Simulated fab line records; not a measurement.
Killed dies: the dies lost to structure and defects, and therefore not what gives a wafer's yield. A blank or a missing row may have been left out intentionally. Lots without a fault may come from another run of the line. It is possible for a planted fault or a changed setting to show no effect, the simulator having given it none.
Struck lot and sound lot, side by side :: flow nand harc :: 13 out of 1159 route steps
Sound: wafers L210.1, L210.3, L210.4. The struck wafers were L221.1, L221.4, L221.5. Last of all comes the cause.
For every step that has rows: the tool of each side, followed by ch and its chambers, followed by its first start. Under that, the readings that differ: sound wafers :: struck wafers :: difference of the means :: sigmas: that difference in standard deviations of wafers without a fault.
alike: readings whose means differ by less than 2 such deviations, and words and numbers that are the same on both sides. not compared: withheld readings, readings that some wafer has no value for, bounds like >300 that may hide the same value, and numbers for which the record gives no deviation and whose values overlap.
The two part at a step that has a row with sigmas, a row that says differs or no value, or rows on one side only. Numbers that have no deviation but don't overlap get no sigmas and don't part them. A reading that every wafer of one side lacks parts them only if that side has two wafers or more.

NHARC_A_SOURCE_PLATE_THK_MEAS_09: measures by ellipsometry.
  sound on film metro-02, day 8 03:07; struck on film metro-01, day 11 07:46
  alike: thk nm
then, 3 steps without rows for these wafers: NHARC_A_SOURCE_PLATE_PVD_04 (deposits WSi2, target thk 50 nm); NHARC_A_SOURCE_PLATE_CVD_03 (deposits poly-Si, target thk 200 nm, time 4000 s); NHARC_A_SOURCE_PLATE_ANNEAL_05 (time 1800 s).
NHARC_A_SOURCE_PLATE_THK_MEAS_06: measures by ellipsometry.
  sound on film metro-01, day 8 16:07; struck on film metro-02, day 11 21:33
  alike: thk nm
NHARC_A_SOURCE_PLATE_INSPECT_08:
  sound on defect inspect-02, day 8 16:10; struck on defect inspect-02, day 11 21:37
  alike: raw defect count
then NHARC_A_ONON_D1_DEP_00 (target thk 1000 nm), 1 step lacking rows for these wafers.
NHARC_A_ONON_D1_THK_MEAS_02: measures by ellipsometry.
  sound on film metro-02, day 8 16:45; struck on film metro-01, day 11 22:11
  alike: thk nm
then NHARC_A_ONON_D1_DEP_03 (target thk 1000 nm), 1 step lacking rows for these wafers.
NHARC_A_ONON_D1_THK_MEAS_05: measures by ellipsometry.
  sound on film metro-02, day 8 17:19; struck on film metro-01, day 11 22:45
  alike: thk nm
NHARC_A_ONON_D1_DEP_06: target thk 1000 nm.
  sound on pecvd onon-01 ch 0, day 8 17:22; struck on pecvd onon-01 ch 0, day 11 22:49
  alike: n2o flow sccm
NHARC_A_ONON_D1_THK_MEAS_08: measures by ellipsometry.
  sound on film metro-01, day 8 17:53; struck on film metro-02, day 11 23:30
reading: thk nm (nm)
sound: 1011 1010 1012
struck: 1564 1563 1565
difference: +553
sigmas: +55
  not compared: hold
NHARC_END_SORT_01:
  the record has rows for the sound wafers here (prober-01 ch 0, day 19 22:03) and none for the struck ones

## WHERE THEY PART
Last at NHARC_END_SORT_01 as far as this record goes, first at NHARC_A_ONON_D1_THK_MEAS_08.

WHY: whatever the simulator had introduced
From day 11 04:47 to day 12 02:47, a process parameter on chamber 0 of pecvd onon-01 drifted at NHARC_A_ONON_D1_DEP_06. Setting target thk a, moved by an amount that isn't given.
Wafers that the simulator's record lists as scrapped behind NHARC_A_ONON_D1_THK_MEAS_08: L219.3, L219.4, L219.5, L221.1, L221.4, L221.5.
